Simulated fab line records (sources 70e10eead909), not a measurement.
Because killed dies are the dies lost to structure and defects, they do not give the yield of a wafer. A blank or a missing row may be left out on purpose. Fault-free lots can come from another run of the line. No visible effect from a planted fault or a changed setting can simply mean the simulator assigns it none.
fab line records | flow nandHarc
record lots=24 | wafers=72 | lastDay=24
route steps=1159 shown A_STAIRCASE@707 A_SGD_CUT@765 A_SLIT@780
lots that met no fault: taken from a fault-free run of the same line
startH: hours from the record's first day to the start of the lot's first wafer shown | waitH: time in hours since the lot's previous step | " identical to the entry in the row above | L1.1+2: one row covering several wafers at once | - no value, or no start given | * or withheld: withheld | < > ~ a bound
route shown NAME@n: a module of which the file shows steps, and the number in the route of the first | usual: mean/standard deviation taken from wafers without a fault | same: alike in all rows | chamber/n: place in a boat | sites: readings site by site | _std_site: how widely they spread, as a standard deviation | _edge_site: mean of outer sites minus mean of inner sites | radiusMm: for every site, how far away it sits from the centre of the wafer | mask NAME#n: copy n | behind: the last tool/chamber to shape the wafer | hold: why the lot was held/for how many hours/how that ended | device: transistor that didn't switch, given as n, p or np | end of line: tests run on the same wafers once the route is complete | a step with no rows: only its recipe | killed: the dies lost at the first sort to structure and to defects; this is not the yield of the wafer | map: dies across one wafer; x = killed, . = not, _ = none there
set.NAME: setting as actually run; set.NAME@STEP: the setting as run at that earlier step | model.NAME: the simulator's own value behind a step, which no gauge read
the route's steps for a sample of lots (tables are steps, rows are wafers)
services: when a tool's chamber went out of use (startH, in hours from the record's first day, below 0 if earlier), for how many hours, and the reason
## steps
# step NHARC_A_STAIRCASE_DEP_151
# recipe targetThkA=38000 | tempC=400 | targetThkNm=3800 | teosFlowSccm=200 | rfW=500 | material=SiO2
# usual heaterPowerW=639/99
lot.wafer | tool     | chamber | startH | waitH | heaterPowerW
L075.1    | pecvd-03 | 0       | 285.74 | 0.4   | 647
L075.3    | "        | 2       | "      | "     | 672
L075.6    | "        | 0       | "      | "     | 633
L074.2    | pecvd-02 | 2       | 290.69 | 0.4   | 716
L074.3    | "        | 1       | "      | "     | 847
L074.5    | "        | 0       | "      | "     | 557
L078.1    | pecvd-02 | 1       | 294.17 | 0.4   | 827
L078.5    | "        | 2       | "      | "     | 596
L078.4    | "        | 0       | "      | "     | 557
L077.3    | pecvd-04 | 1       | 294.26 | 0.5   | 816
L077.5    | "        | 0       | "      | "     | 474
L077.6    | "        | 2       | "      | "     | 583
L076.2    | pecvd-02 | 1       | 294.83 | 1.0   | 815
L076.3    | "        | 2       | "      | "     | 740
L076.4    | "        | 1       | "      | "     | 727
L079.5    | pecvd-02 | 2       | 297.77 | 0.7   | 572
L079.4    | "        | 0       | "      | "     | 577
L079.6    | "        | 1       | "      | "     | 714
L080.2    | pecvd-04 | 1       | 301.23 | 0.4   | 844
L080.4    | "        | 1       | "      | "     | 694
L080.5    | "        | 1       | "      | "     | 654
L081.2    | pecvd-02 | 1       | 317.51 | 0.4   | 782
L081.6    | "        | 1       | "      | "     | 710
L081.5    | "        | 0       | "      | "     | 569
L082.1    | pecvd-04 | 2       | 331.00 | 0.6   | 691
L082.4    | "        | 1       | "      | "     | 688
L082.5    | "        | 0       | "      | "     | 481
L084.1    | pecvd-03 | 0       | 331.21 | 0.8   | 780
L084.6    | "        | 2       | "      | "     | 562
L084.5    | "        | 0       | "      | "     | 607
L083.3    | pecvd-02 | 1       | 331.25 | 0.8   | 743
L083.1    | "        | 2       | "      | "     | 692
L083.5    | "        | 2       | "      | "     | 589
L087.3    | pecvd-03 | 2       | 347.00 | 0.4   | 693
L087.1    | "        | 1       | "      | "     | 501
L087.5    | "        | 1       | "      | "     | 497
L085.3    | pecvd-02 | 0       | 354.09 | 0.5   | 661
L085.1    | "        | 1       | "      | "     | 834
L085.5    | "        | 0       | "      | "     | 543
L088.1    | pecvd-03 | 0       | 354.18 | 0.6   | 748
L088.4    | "        | 1       | "      | "     | 500
L088.5    | "        | 2       | "      | "     | 556
L086.1    | pecvd-03 | 0       | 357.52 | 0.5   | 701
L086.5    | "        | 2       | "      | "     | 568
L086.6    | "        | 1       | "      | "     | 507
L089.3    | pecvd-03 | 0       | 369.00 | 0.5   | 629
L089.4    | "        | 0       | "      | "     | 625
L089.5    | "        | 1       | "      | "     | 494
L091.1    | pecvd-02 | 1       | 369.04 | 0.5   | 890
L091.3    | "        | 2       | "      | "     | 686
L091.6    | "        | 1       | "      | "     | 726
L090.3    | pecvd-02 | 0       | 377.15 | 0.4   | 560
L090.1    | "        | 2       | "      | "     | 559
L090.5    | "        | 1       | "      | "     | 720
L092.2    | pecvd-03 | 2       | 388.35 | 0.5   | 673
L092.1    | "        | 0       | "      | "     | 713
L092.6    | "        | 1       | "      | "     | 478
L093.3    | pecvd-02 | 2       | 388.35 | 0.5   | 696
L093.6    | "        | 1       | "      | "     | 707
L093.4    | "        | 2       | "      | "     | 572
L094.1    | pecvd-03 | 2       | 388.82 | 0.9   | 612
L094.3    | "        | 1       | "      | "     | 516
L094.6    | "        | 2       | "      | "     | 578
L096.2    | pecvd-03 | 1       | 398.80 | 0.5   | 583
L096.1    | "        | 2       | "      | "     | 645
L096.5    | "        | 0       | "      | "     | 618
L095.4    | pecvd-04 | 1       | 398.99 | 0.7   | 703
L095.5    | "        | 2       | "      | "     | 607
L095.6    | "        | 0       | "      | "     | 463
L097.2    | pecvd-02 | 1       | 412.75 | 0.4   | 887
L097.1    | "        | 2       | "      | "     | 702
L097.5    | "        | 1       | "      | "     | 708
# step NHARC_A_STAIRCASE_CMP_450
# recipe targetThkNm=200 | material=SiO2
# usual edgeZonePressureFrac=0.999/0.0048 | motorCurrentA=12.2/1.3
lot.wafer | tool   | chamber | startH | waitH | edgeZonePressureFrac | motorCurrentA
L074.3    | cmp-04 | 1       | 318.11 | -     | 1.000                | 11.5
L074.2    | "      | 2       | "      | "     | 0.997                | 14.7
L074.5    | "      | 0       | "      | "     | 1.001                | 12.9
L077.3    | cmp-01 | 2       | 318.42 | -     | 1.008                | 10.9
L077.6    | "      | 2       | "      | "     | 1.003                | 10.5
L077.5    | "      | 3       | "      | "     | 1.004                | 10.5
L075.1    | cmp-03 | 1       | 318.59 | -     | 0.993                | 11.5
L075.3    | "      | 3       | "      | "     | 1.003                | 14.4
L075.6    | "      | 2       | "      | "     | 1.002                | 12.9
L078.4    | cmp-01 | 2       | 320.51 | -     | 1.006                | 10.6
L078.1    | "      | 0       | "      | "     | 1.005                | 12.1
L078.5    | "      | 1       | "      | "     | 0.994                | 11.8
L076.3    | cmp-04 | 2       | 323.12 | -     | 0.994                | 13.1
L076.4    | "      | 3       | "      | "     | 1.003                | 11.4
L076.2    | "      | 0       | "      | "     | 0.996                | 13.3
L079.4    | cmp-04 | 1       | 323.33 | -     | 0.995                | 11.8
L079.6    | "      | 2       | "      | "     | 0.999                | 13.6
L079.5    | "      | 3       | "      | "     | 1.002                | 11.2
L080.2    | cmp-04 | 3       | 328.12 | -     | 1.002                | 12.0
L080.4    | "      | 1       | "      | "     | 0.999                | 11.8
L080.5    | "      | 3       | "      | "     | 1.002                | 11.1
L081.2    | cmp-01 | 2       | 348.72 | -     | 0.999                | 10.0
L081.6    | "      | 3       | "      | "     | 1.007                | 11.0
L081.5    | "      | 0       | "      | "     | 0.998                | 12.7
L083.1    | cmp-01 | 1       | 359.03 | -     | 1.003                | 11.1
L083.3    | "      | 2       | "      | "     | 0.998                | 11.0
L083.5    | "      | 0       | "      | "     | 1.003                | 12.1
L082.4    | cmp-04 | 2       | 359.21 | -     | 1.007                | 14.2
L082.1    | "      | 3       | "      | "     | 0.998                | 11.3
L082.5    | "      | 0       | "      | "     | 0.999                | 13.3
L084.1    | cmp-03 | 3       | 359.49 | -     | 0.995                | 14.8
L084.6    | "      | 1       | "      | "     | 1.004                | 12.0
L084.5    | "      | 2       | "      | "     | 1.000                | 12.9
L087.3    | cmp-03 | 0       | 375.04 | -     | 1.003                | 11.2
L087.1    | "      | 1       | "      | "     | 0.995                | 11.0
L087.5    | "      | 3       | "      | "     | 0.994                | 15.1
L088.1    | cmp-03 | 3       | 380.73 | -     | 0.995                | 15.3
L088.4    | "      | 0       | "      | "     | 0.997                | 9.7
L088.5    | "      | 3       | "      | "     | 1.001                | 16.1
L085.3    | cmp-04 | 3       | 380.91 | -     | 1.004                | 11.1
L085.1    | "      | 0       | "      | "     | 1.000                | 14.0
L085.5    | "      | 1       | "      | "     | 1.003                | 11.6
L086.1    | cmp-03 | 3       | 384.98 | -     | 1.001                | 14.3
L086.6    | "      | 3       | "      | "     | 0.998                | 15.2
L086.5    | "      | 0       | "      | "     | 1.004                | 10.6
L089.3    | cmp-03 | 2       | 398.44 | -     | 0.997                | 12.4
L089.4    | "      | 3       | "      | "     | 0.995                | 14.6
L089.5    | "      | 1       | "      | "     | 0.995                | 11.0
L091.1    | cmp-04 | 3       | 398.67 | -     | 0.995                | 10.7
L091.3    | "      | 0       | "      | "     | 0.992                | 13.3
L091.6    | "      | 2       | "      | "     | 0.997                | 13.5
L090.1    | cmp-01 | 2       | 402.24 | -     | 0.995                | 11.2
L090.3    | "      | 3       | "      | "     | 1.003                | 10.8
L090.5    | "      | 1       | "      | "     | 0.999                | 11.2
L092.1    | cmp-03 | 3       | 415.61 | -     | 1.007                | 14.6
L092.2    | "      | 0       | "      | "     | 0.992                | 10.4
L092.6    | "      | 0       | "      | "     | 0.993                | 11.2
L093.4    | cmp-04 | 3       | 416.16 | -     | 0.986                | 11.6
L093.3    | "      | 0       | "      | "     | 1.007                | 13.3
L093.6    | "      | 3       | "      | "     | 0.985                | 11.6
L094.1    | cmp-04 | 3       | 417.12 | -     | 1.002                | 11.6
L094.3    | "      | 1       | "      | "     | 0.991                | 11.8
L094.6    | "      | 2       | "      | "     | 0.988                | 13.7
L096.2    | cmp-03 | 1       | 428.86 | -     | 1.005                | 12.2
L096.1    | "      | 2       | "      | "     | 1.003                | 12.5
L096.5    | "      | 1       | "      | "     | 1.012                | 11.2
L095.4    | cmp-04 | 2       | 429.14 | -     | 0.990                | 13.5
L095.5    | "      | 2       | "      | "     | 0.995                | 13.5
L095.6    | "      | 3       | "      | "     | 1.002                | 11.7
L097.1    | cmp-01 | 2       | 441.24 | -     | 0.996                | 10.2
L097.2    | "      | 1       | "      | "     | 1.000                | 11.0
L097.5    | "      | 3       | "      | "     | 0.997                | 10.7
# step NHARC_A_STAIRCASE_CMP_152
# usual edgeZonePressureFrac=0.999/0.0049 | motorCurrentA=12.2/1.3
lot.wafer | tool   | chamber | startH | waitH | edgeZonePressureFrac | motorCurrentA
L074.3    | cmp-04 | 1       | 318.18 | 0.1   | 1.006                | 11.3
L074.2    | "      | 2       | "      | "     | 0.999                | 13.0
L074.5    | "      | 0       | "      | "     | 0.993                | 12.7
L077.3    | cmp-01 | 2       | 318.49 | 0.1   | 1.000                | 10.4
L077.6    | "      | 2       | "      | "     | 1.008                | 10.7
L077.5    | "      | 3       | "      | "     | 1.000                | 11.4
L075.1    | cmp-03 | 1       | 318.66 | 0.1   | 1.006                | 10.7
L075.3    | "      | 3       | "      | "     | 1.002                | 14.9
L075.6    | "      | 2       | "      | "     | 0.999                | 12.2
L078.4    | cmp-01 | 2       | 320.58 | 0.1   | 1.002                | 10.6
L078.1    | "      | 0       | "      | "     | 1.000                | 12.7
L078.5    | "      | 1       | "      | "     | 1.004                | 11.2
L076.3    | cmp-04 | 2       | 323.20 | 0.1   | 0.988                | 13.1
L076.4    | "      | 3       | "      | "     | 0.996                | 11.8
L076.2    | "      | 0       | "      | "     | 1.003                | 13.7
L079.4    | cmp-04 | 1       | 323.40 | 0.1   | 1.000                | 12.0
L079.6    | "      | 2       | "      | "     | 1.005                | 14.2
L079.5    | "      | 3       | "      | "     | 0.996                | 11.3
L080.2    | cmp-04 | 3       | 328.19 | 0.1   | 0.995                | 11.7
L080.4    | "      | 1       | "      | "     | 0.995                | 11.6
L080.5    | "      | 3       | "      | "     | 0.998                | 11.7
L081.2    | cmp-01 | 2       | 348.79 | 0.1   | 0.995                | 10.9
L081.6    | "      | 3       | "      | "     | 1.000                | 11.1
L081.5    | "      | 0       | "      | "     | 1.003                | 12.5
L083.1    | cmp-01 | 1       | 359.11 | 0.1   | 0.995                | 11.5
L083.3    | "      | 2       | "      | "     | 0.995                | 10.5
L083.5    | "      | 0       | "      | "     | 0.994                | 13.0
L082.4    | cmp-04 | 2       | 359.28 | 0.1   | 0.999                | 13.2
L082.1    | "      | 3       | "      | "     | 1.006                | 11.9
L082.5    | "      | 0       | "      | "     | 1.003                | 12.5
L084.1    | cmp-03 | 3       | 359.57 | 0.1   | 1.007                | 15.1
L084.6    | "      | 1       | "      | "     | 0.998                | 11.3
L084.5    | "      | 2       | "      | "     | 1.005                | 13.2
L087.3    | cmp-03 | 0       | 375.12 | 0.1   | 0.990                | 10.1
L087.1    | "      | 1       | "      | "     | 1.000                | 11.5
L087.5    | "      | 3       | "      | "     | 0.999                | 15.1
L088.1    | cmp-03 | 3       | 380.81 | 0.1   | 0.997                | 14.8
L088.4    | "      | 0       | "      | "     | 0.993                | 10.5
L088.5    | "      | 3       | "      | "     | 1.004                | 15.0
L085.3    | cmp-04 | 3       | 380.98 | 0.1   | 0.999                | 11.4
L085.1    | "      | 0       | "      | "     | 1.000                | 12.9
L085.5    | "      | 1       | "      | "     | 1.001                | 12.0
L086.1    | cmp-03 | 3       | 385.06 | 0.1   | 1.000                | 14.3
L086.6    | "      | 3       | "      | "     | 1.003                | 14.6
L086.5    | "      | 0       | "      | "     | 0.999                | 10.4
L089.3    | cmp-03 | 2       | 398.52 | 0.1   | 0.998                | 12.7
L089.4    | "      | 3       | "      | "     | 0.996                | 14.2
L089.5    | "      | 1       | "      | "     | 0.992                | 12.1
L091.1    | cmp-04 | 3       | 398.74 | 0.1   | 0.996                | 11.2
L091.3    | "      | 0       | "      | "     | 1.001                | 12.9
L091.6    | "      | 2       | "      | "     | 0.997                | 13.4
L090.1    | cmp-01 | 2       | 402.32 | 0.1   | 1.000                | 10.3
L090.3    | "      | 3       | "      | "     | 0.998                | 11.3
L090.5    | "      | 1       | "      | "     | 0.994                | 11.2
L092.1    | cmp-03 | 3       | 415.68 | 0.1   | 0.996                | 15.4
L092.2    | "      | 0       | "      | "     | 0.994                | 10.8
L092.6    | "      | 0       | "      | "     | 1.001                | 10.9
L093.4    | cmp-04 | 3       | 416.24 | 0.1   | 1.002                | 11.4
L093.3    | "      | 0       | "      | "     | 0.992                | 13.6
L093.6    | "      | 3       | "      | "     | 1.001                | 11.2
L094.1    | cmp-04 | 3       | 417.19 | 0.1   | 0.992                | 11.9
L094.3    | "      | 1       | "      | "     | 0.992                | 12.1
L094.6    | "      | 2       | "      | "     | 1.005                | 13.7
L096.2    | cmp-03 | 1       | 428.93 | 0.1   | 0.999                | 11.6
L096.1    | "      | 2       | "      | "     | 0.999                | 13.1
L096.5    | "      | 1       | "      | "     | 0.995                | 11.6
L095.4    | cmp-04 | 2       | 429.21 | 0.1   | 1.002                | 13.6
L095.5    | "      | 2       | "      | "     | 1.000                | 14.3
L095.6    | "      | 3       | "      | "     | 0.989                | 11.7
L097.1    | cmp-01 | 2       | 441.32 | 0.1   | 1.001                | 10.3
L097.2    | "      | 1       | "      | "     | 0.997                | 11.6
L097.5    | "      | 3       | "      | "     | 0.998                | 10.7
# step NHARC_A_SGD_CUT_ETCH_16
# recipe targetDepthA=3105 | timeS=155.2 | c4f8FlowSccm=withheld | o2FlowSccm=8 | arFlowSccm=withheld | rfW=600 | biasW=800 | chemistry=C4F8/O2/Ar
# usual oesProductAu=0.967/0.016 | rfVppV=724/4.6
lot.wafer | tool       | chamber | startH | waitH | oesProductAu | rfHoursCounterH | rfVppV
L074.2    | rieDiel-03 | 2       | -      | -     | 0.973        | 10              | 725
L074.3    | "          | 3       | "      | "     | 0.981        | 13              | 721
L074.5    | "          | 1       | "      | "     | 0.991        | -               | 724
L077.3    | rieDiel-13 | 0       | -      | -     | 0.964        | 2               | 714
L077.5    | "          | 2       | "      | "     | 0.957        | -               | 717
L077.6    | "          | 3       | "      | "     | 0.980        | -               | 722
L075.3    | rieDiel-06 | 3       | -      | -     | 0.983        | 6               | 721
L075.1    | "          | 2       | "      | "     | 0.984        | 6               | 731
L075.6    | "          | 0       | "      | "     | 0.957        | -               | 728
L078.1    | rieDiel-06 | 2       | -      | -     | 0.938        | 6               | 730
L078.4    | "          | 3       | "      | "     | 0.950        | 6               | 721
L078.5    | "          | 0       | "      | "     | 0.941        | -               | 728
L076.3    | rieDiel-06 | 1       | -      | -     | 0.956        | 5               | 718
L076.4    | "          | 3       | "      | "     | 0.984        | 6               | 721
L076.2    | "          | 0       | "      | "     | 0.966        | 5               | 728
L079.4    | rieDiel-03 | 1       | -      | -     | 0.974        | 3               | 723
L079.6    | "          | 3       | "      | "     | 0.988        | -               | 722
L079.5    | "          | 0       | "      | "     | 0.968        | -               | 728
L080.4    | rieDiel-03 | 0       | -      | -     | 0.964        | 16              | 726
L080.2    | "          | 1       | "      | "     | 0.989        | 3               | 723
L080.5    | "          | 2       | "      | "     | 0.964        | -               | 725
L081.2    | rieDiel-06 | 1       | -      | -     | 0.957        | 7               | 719
L081.6    | "          | 0       | "      | "     | 0.947        | -               | 729
L081.5    | "          | 1       | "      | "     | 0.961        | -               | 719
L083.1    | rieDiel-13 | 1       | -      | -     | 0.963        | 6               | 730
L083.3    | "          | 2       | "      | "     | 0.948        | 6               | 716
L083.5    | "          | 2       | "      | "     | 0.963        | -               | 717
L082.1    | rieDiel-03 | 0       | -      | -     | 0.982        | 19              | 726
L082.4    | "          | 1       | "      | "     | 0.972        | 7               | 723
L082.5    | "          | 0       | "      | "     | 0.985        | -               | 727
L084.1    | rieDiel-06 | 1       | -      | -     | 0.955        | 8               | 720
L084.6    | "          | 3       | "      | "     | 0.977        | -               | 720
L084.5    | "          | 0       | "      | "     | 0.969        | -               | 731
L087.3    | rieDiel-06 | 3       | -      | -     | 0.979        | 11              | 721
L087.1    | "          | 0       | "      | "     | 0.966        | 9               | 730
L087.5    | "          | 2       | "      | "     | 0.974        | -               | 730
L088.4    | rieDiel-06 | 2       | -      | -     | 0.980        | 11              | 731
L088.1    | "          | 3       | "      | "     | 0.980        | 11              | 721
L088.5    | "          | 0       | "      | "     | 0.964        | -               | 729
L085.3    | rieDiel-03 | 2       | -      | -     | 0.950        | 16              | 725
L085.1    | "          | 3       | "      | "     | 0.980        | 21              | 722
L085.5    | "          | 1       | "      | "     | 0.997        | -               | 722
L086.1    | rieDiel-13 | 2       | -      | -     | 0.933        | 8               | 719
L086.6    | "          | 2       | "      | "     | 0.936        | -               | 717
L086.5    | "          | 3       | "      | "     | 0.962        | -               | 722
L089.4    | rieDiel-06 | 1       | -      | -     | 0.965        | 12              | 718
L089.3    | "          | 2       | "      | "     | 0.970        | 13              | 729
L089.5    | "          | 0       | "      | "     | 0.960        | -               | 728
L091.1    | rieDiel-03 | 1       | -      | -     | 0.976        | 0               | 722
L091.3    | "          | 2       | "      | "     | 0.953        | 0               | 726
L091.6    | "          | 1       | "      | "     | 0.989        | -               | 722
L090.3    | rieDiel-06 | 3       | -      | -     | 0.980        | 13              | 721
L090.1    | "          | 1       | "      | "     | 0.954        | 13              | 720
L090.5    | "          | 2       | "      | "     | 0.952        | -               | 731
L092.1    | rieDiel-03 | 3       | -      | -     | 0.984        | 3               | 722
L092.2    | "          | 0       | "      | "     | 0.968        | 3               | 725
L092.6    | "          | 2       | "      | "     | 0.936        | -               | 725
L093.3    | rieDiel-03 | 3       | -      | -     | 0.961        | 3               | 722
L093.4    | "          | 1       | "      | "     | 0.977        | 3               | 723
L093.6    | "          | 0       | "      | "     | 0.957        | -               | 727
L094.1    | rieDiel-13 | 3       | -      | -     | 0.978        | 11              | 721
L094.3    | "          | 1       | "      | "     | 0.964        | 11              | 731
L094.6    | "          | 3       | "      | "     | 0.984        | -               | 721
L096.2    | rieDiel-06 | 3       | -      | -     | 0.983        | 1               | 722
L096.1    | "          | 0       | "      | "     | 0.983        | 1               | 728
L096.5    | "          | 3       | "      | "     | 0.991        | -               | 721
L095.4    | rieDiel-13 | 2       | -      | -     | 0.933        | 11              | 718
L095.6    | "          | 2       | "      | "     | 0.929        | -               | 717
L095.5    | "          | 3       | "      | "     | 0.928        | -               | 722
L097.1    | rieDiel-06 | 0       | -      | -     | 0.991        | 2               | 729
L097.2    | "          | 1       | "      | "     | 0.970        | 2               | 717
L097.5    | "          | 0       | "      | "     | 0.977        | -               | 728
# step NHARC_A_SLIT_DEP_00
# recipe targetThkA=32000 | tempC=400 | material=aC
# usual throttleValvePct=35.001/0.0098
lot.wafer | tool      | chamber | startH | waitH | throttleValvePct
L075.1    | aclDep-01 | 0       | 331.16 | -     | 35.008
L075.3    | "         | 0       | "      | "     | 35.023
L075.6    | "         | 0       | "      | "     | 35.010
L077.3    | aclDep-03 | 0       | 331.21 | -     | 34.997
L077.5    | "         | 0       | "      | "     | 35.021
L077.6    | "         | 0       | "      | "     | 34.986
L074.2    | aclDep-02 | 0       | 331.46 | -     | 35.006
L074.3    | "         | 0       | "      | "     | 34.999
L074.5    | "         | 0       | "      | "     | 34.996
L078.1    | aclDep-03 | 0       | 332.51 | -     | 35.010
L078.4    | "         | 0       | "      | "     | 35.012
L078.5    | "         | 0       | "      | "     | 34.997
L076.2    | aclDep-03 | 0       | 336.51 | -     | 35.014
L076.3    | "         | 0       | "      | "     | 35.005
L076.4    | "         | 0       | "      | "     | 35.018
L079.4    | aclDep-02 | 0       | 337.77 | -     | 35.008
L079.5    | "         | 0       | "      | "     | 35.017
L079.6    | "         | 0       | "      | "     | 35.009
L080.2    | aclDep-01 | 0       | 341.86 | -     | 35.013
L080.4    | "         | 0       | "      | "     | 35.002
L080.5    | "         | 0       | "      | "     | 34.998
L081.2    | aclDep-01 | 0       | 359.62 | -     | 35.004
L081.5    | "         | 0       | "      | "     | 34.989
L081.6    | "         | 0       | "      | "     | 34.982
L082.1    | aclDep-03 | 0       | 368.46 | -     | 34.993
L082.4    | "         | 0       | "      | "     | 35.024
L082.5    | "         | 0       | "      | "     | 35.007
L084.1    | aclDep-02 | 0       | 368.71 | -     | 35.001
L084.5    | "         | 0       | 370.02 | -     | 34.995
L084.6    | "         | 0       | "      | "     | 34.998
L083.1    | aclDep-01 | 0       | 370.09 | -     | 35.003
L083.3    | "         | 0       | "      | "     | 35.004
L083.5    | "         | 0       | "      | "     | 34.997
L087.1    | aclDep-01 | 0       | 386.38 | -     | 34.997
L087.3    | "         | 0       | "      | "     | 35.005
L087.5    | "         | 0       | "      | "     | 34.999
L088.1    | aclDep-01 | 0       | 391.25 | -     | 34.981
L088.4    | "         | 0       | "      | "     | 34.987
L088.5    | "         | 0       | "      | "     | 35.017
L085.1    | aclDep-02 | 0       | 391.27 | -     | 34.996
L085.3    | "         | 0       | "      | "     | 34.997
L085.5    | "         | 0       | "      | "     | 35.012
L086.1    | aclDep-02 | 0       | 394.92 | -     | 35.003
L086.5    | "         | 0       | 396.22 | -     | 34.998
L086.6    | "         | 0       | "      | "     | 35.000
L089.3    | aclDep-02 | 0       | 411.47 | -     | 35.014
L089.4    | "         | 0       | "      | "     | 34.991
L089.5    | "         | 0       | "      | "     | 34.983
L090.1    | aclDep-02 | 0       | 412.77 | -     | 35.003
L090.3    | "         | 0       | "      | "     | 35.006
L090.5    | "         | 0       | "      | "     | 34.998
L091.1    | aclDep-01 | 0       | 414.43 | -     | 35.000
L091.3    | "         | 0       | "      | "     | 35.010
L091.6    | "         | 0       | "      | "     | 34.999
L092.1    | aclDep-01 | 0       | 430.73 | -     | 34.999
L092.2    | "         | 0       | "      | "     | 35.006
L092.6    | "         | 0       | 432.38 | -     | 35.004
L093.3    | aclDep-02 | 0       | 430.81 | -     | 35.005
L093.4    | "         | 0       | "      | "     | 35.003
L093.6    | "         | 0       | "      | "     | 34.997
L094.1    | aclDep-03 | 0       | 431.23 | -     | 34.985
L094.3    | "         | 0       | "      | "     | 34.997
L094.6    | "         | 0       | "      | "     | 34.992
L096.1    | aclDep-03 | 0       | 439.16 | -     | 34.982
L096.2    | "         | 0       | "      | "     | 34.996
L096.5    | "         | 0       | "      | "     | 35.003
L095.4    | aclDep-01 | 0       | 440.24 | -     | 35.004
L095.5    | "         | 0       | "      | "     | 35.001
L095.6    | "         | 0       | "      | "     | 35.002
L097.1    | aclDep-03 | 0       | 451.34 | -     | 35.013
L097.2    | "         | 0       | "      | "     | 34.999
L097.5    | "         | 0       | "      | "     | 34.991
# step NHARC_A_SLIT_DEP_23
# recipe targetThkA=1000 | targetThkNm=100 | tempC=400 | pressureTorr=3.5 | flowSccm=200 | rfW=350 | material=SiON
# usual heaterPowerW=706/57
lot.wafer | tool     | chamber | startH | waitH | heaterPowerW
L077.3    | pecvd-01 | 1       | 332.66 | 1.1   | 633
L077.6    | "        | 0       | "      | "     | 701
L077.5    | "        | 1       | "      | "     | 612
L074.2    | pecvd-02 | 2       | 333.11 | 1.3   | 653
L074.3    | "        | 0       | "      | "     | 657
L074.5    | "        | 1       | "      | "     | 867
L075.3    | pecvd-01 | 0       | 333.14 | 1.0   | 690
L075.1    | "        | 1       | "      | "     | 693
L075.6    | "        | 2       | "      | "     | 631
L078.1    | pecvd-03 | 1       | 334.51 | 1.7   | 618
L078.5    | "        | 2       | "      | "     | 744
L078.4    | "        | 0       | "      | "     | 754
L076.3    | pecvd-01 | 0       | 338.15 | 1.0   | 818
L076.2    | "        | 1       | "      | "     | 706
L076.4    | "        | 2       | "      | "     | 672
L079.6    | pecvd-01 | 0       | 338.91 | 0.2   | 789
L079.5    | "        | 1       | "      | "     | 697
L079.4    | "        | 2       | "      | "     | 659
L080.2    | pecvd-03 | 2       | 343.51 | 1.3   | 698
L080.5    | "        | 2       | "      | "     | 707
L080.4    | "        | 0       | "      | "     | 687
L081.2    | pecvd-01 | 0       | 361.30 | 1.4   | 789
L081.6    | "        | 2       | "      | "     | 626
L081.5    | "        | 1       | "      | "     | 627
L082.1    | pecvd-01 | 1       | 370.46 | 1.7   | 638
L082.4    | "        | 2       | "      | "     | 764
L082.5    | "        | 0       | "      | "     | 776
L084.1    | pecvd-03 | 2       | 370.69 | 1.6   | 769
L084.6    | "        | 2       | "      | "     | 758
L084.5    | "        | 1       | "      | "     | 641
L083.3    | pecvd-03 | 2       | 372.03 | 1.0   | 639
L083.1    | "        | 0       | "      | "     | 721
L083.5    | "        | 0       | "      | "     | 713
L087.3    | pecvd-01 | 1       | 388.37 | 1.0   | 719
L087.1    | "        | 2       | "      | "     | 660
L087.5    | "        | 0       | "      | "     | 776
L085.3    | pecvd-01 | 0       | 393.22 | 1.0   | 725
L085.1    | "        | 2       | "      | "     | 655
L085.5    | "        | 2       | "      | "     | 645
L088.1    | pecvd-03 | 1       | 393.28 | 1.7   | 652
L088.5    | "        | 1       | "      | "     | 630
L088.4    | "        | 2       | "      | "     | 753
L086.1    | pecvd-01 | 2       | 397.14 | 1.9   | 712
L086.6    | "        | 2       | "      | "     | 714
L086.5    | "        | 1       | "      | "     | 691
L089.3    | pecvd-01 | 2       | 412.88 | 1.1   | 623
L089.4    | "        | 0       | "      | "     | 807
L089.5    | "        | 0       | "      | "     | 801
L090.1    | pecvd-01 | 0       | 414.81 | 1.7   | 685
L090.3    | "        | 2       | "      | "     | 715
L090.5    | "        | 2       | "      | "     | 728
L091.1    | pecvd-01 | 2       | 416.42 | 1.7   | 648
L091.3    | "        | 0       | "      | "     | 736
L091.6    | "        | 1       | "      | "     | 733
L093.3    | pecvd-03 | 0       | 432.18 | 1.0   | 748
L093.6    | "        | 2       | "      | "     | 664
L093.4    | "        | 0       | "      | "     | 764
L092.1    | pecvd-03 | 1       | 432.73 | 1.7   | 637
L092.2    | "        | 0       | "      | "     | 715
L092.6    | "        | 0       | "      | "     | 714
L094.1    | pecvd-02 | 2       | 433.22 | 1.7   | 744
L094.3    | "        | 0       | "      | "     | 619
L094.6    | "        | 1       | "      | "     | 801
L096.1    | pecvd-01 | 2       | 441.14 | 1.7   | 654
L096.2    | "        | 0       | "      | "     | 803
L096.5    | "        | 0       | "      | "     | 816
L095.6    | pecvd-03 | 0       | 441.32 | 0.1   | 747
L095.5    | "        | 1       | "      | "     | 644
L095.4    | "        | 2       | "      | "     | 757
L097.2    | pecvd-01 | 0       | 453.32 | 1.3   | 748
L097.1    | "        | 2       | "      | "     | 692
L097.5    | "        | 1       | "      | "     | 726
## services
tool       | chamber | startH | hours | kind
cmp-03     | -       | 275.96 | 0.4   | repair
cmp-01     | -       | 277.64 | 4.0   | pm
cmp-03     | -       | 278.61 | 1.9   | repair
rieDiel-06 | 0       | 290.54 | 25.6  | repair
pecvd-03   | -       | 292.64 | 13.0  | pm
aclDep-01  | -       | 293.62 | 13.0  | pm
cmp-04     | -       | 301.00 | 4.0   | pm
cmp-04     | -       | 308.25 | 0.3   | repair
cmp-03     | -       | 324.80 | 0.5   | repair
pecvd-02   | -       | 334.21 | 13.0  | pm
cmp-04     | -       | 338.93 | 0.7   | repair
pecvd-03   | -       | 349.34 | 0.9   | repair
cmp-03     | -       | 352.00 | 4.0   | pm
cmp-03     | -       | 363.68 | 2.0   | repair
cmp-01     | -       | 375.64 | 4.0   | pm
cmp-03     | -       | 378.68 | 0.8   | repair
cmp-04     | -       | 399.00 | 4.0   | pm
pecvd-01   | 1       | 411.68 | 3.7   | repair
pecvd-03   | 1       | 415.32 | 4.3   | repair
pecvd-01   | -       | 418.00 | 13.0  | pm
rieDiel-06 | -       | 418.39 | 9.0   | pm
cmp-04     | -       | 418.75 | 4.6   | repair
cmp-04     | -       | 433.61 | 2.1   | repair
cmp-03     | -       | 450.00 | 4.0   | pm
## key
fault none
